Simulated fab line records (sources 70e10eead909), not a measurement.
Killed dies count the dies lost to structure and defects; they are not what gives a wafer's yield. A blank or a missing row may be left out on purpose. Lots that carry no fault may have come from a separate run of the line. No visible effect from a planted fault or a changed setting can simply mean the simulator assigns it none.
Matching of chambers -- flow nand harc -- NHARC_A_STAIRCASE_ETCH_313 on rie diel-08: 4 sister chambers
The step etches the open film in CF4/CHF3. 4 wafers are shown with their chamber, then 7 later ones without.

## EACH WAFER AND ITS CHAMBER
wafer,chamber,drypump motor current A (A)
L210.4,0,5.8
L216.5,3,6.0
L226.1,1,6.4
L226.3,2,6.0

## WAFERS WITHOUT THEIR CHAMBER
wafer,drypump motor current A (A)
L226.6,6.0
L224.1,6.0
L224.2,6.0
L224.6,6.0
L228.1,6.1
L228.2,6.5
L228.5,6.0

## WHICH CHAMBER EACH WENT THROUGH
wafer,from the rows above,in truth
L226.6,can't be placed: 2 or 3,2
L224.1,can't be placed: 2 or 3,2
L224.2,can't be placed: 2 or 3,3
L224.6,can't be placed: 2 or 3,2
L228.1,can't be placed: 2 or 3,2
L228.2,1,1
L228.5,can't be placed: 2 or 3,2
Correctly placed: 1 of 7. Can't be placed from these rows: 6 (the true chamber is among the candidates in 6). Placed wrongly: 0.
How it was worked out, from the rows above alone: a wafer's distance from a chamber is the root of the sum, over the readings, of the square of ((its reading less the chamber's mean) divided by the reading's scatter). The wafer belongs to the nearest chamber; if the next one is less than 2 further off, it can't be placed. Each chamber's mean is taken over the wafers shown for it. The scatter: root of mean squared gap, hidden wafer to nearest shown wafer, with one shown wafer a chamber.
